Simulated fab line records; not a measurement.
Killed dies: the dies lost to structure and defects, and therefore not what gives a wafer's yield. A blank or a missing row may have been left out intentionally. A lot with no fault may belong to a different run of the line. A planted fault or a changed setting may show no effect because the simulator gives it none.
Chamber matching | flow n5 finfet | 3 sister chambers for N5_BEOL_M2_PRE_CLEAN_60 on cvd co-02
The step time 15 s. 3 wafers are shown with their chamber, then 12 later ones without.

== WAFERS WITH THEIR CHAMBER ==
wafer  | chamber | heater power w (W)
L093.1 | 2       | 88
L093.2 | 0       | 113
L093.3 | 1       | 69

== WAFERS WHOSE CHAMBER IS MISSING ==
wafer  | heater power w (W)
L093.4 | 69
L093.5 | 112
L093.6 | 87
L097.1 | 88
L097.2 | 113
L097.4 | 69
L096.1 | 70
L096.2 | 114
L096.3 | 87
L096.4 | 112
L096.5 | 69
L096.6 | 85

== WHICH CHAMBER EACH WENT THROUGH ==
wafer  | from the rows above | in truth
L093.4 | 1                   | 1
L093.5 | 0                   | 0
L093.6 | 2                   | 2
L097.1 | 2                   | 2
L097.2 | 0                   | 0
L097.4 | 1                   | 1
L096.1 | 1                   | 1
L096.2 | 0                   | 0
L096.3 | 2                   | 2
L096.4 | 0                   | 0
L096.5 | 1                   | 1
L096.6 | 2                   | 2
Correct placement for 12 of the 12. Left unplaced by these rows: 0. 0 placed wrongly.
How it was worked out, from the rows above alone: a wafer's distance from a chamber is the root of the sum, over the readings, of the square of ((its reading less the chamber's mean) divided by the reading's scatter). If the next closest chamber is less than 2 further off than the closest, the wafer can't be placed; otherwise it belongs to the closest. A chamber's mean is the mean of its shown wafers. The scatter: with one shown wafer a chamber, the root of the mean of the squares of how far each hidden wafer lies from its nearest shown one.
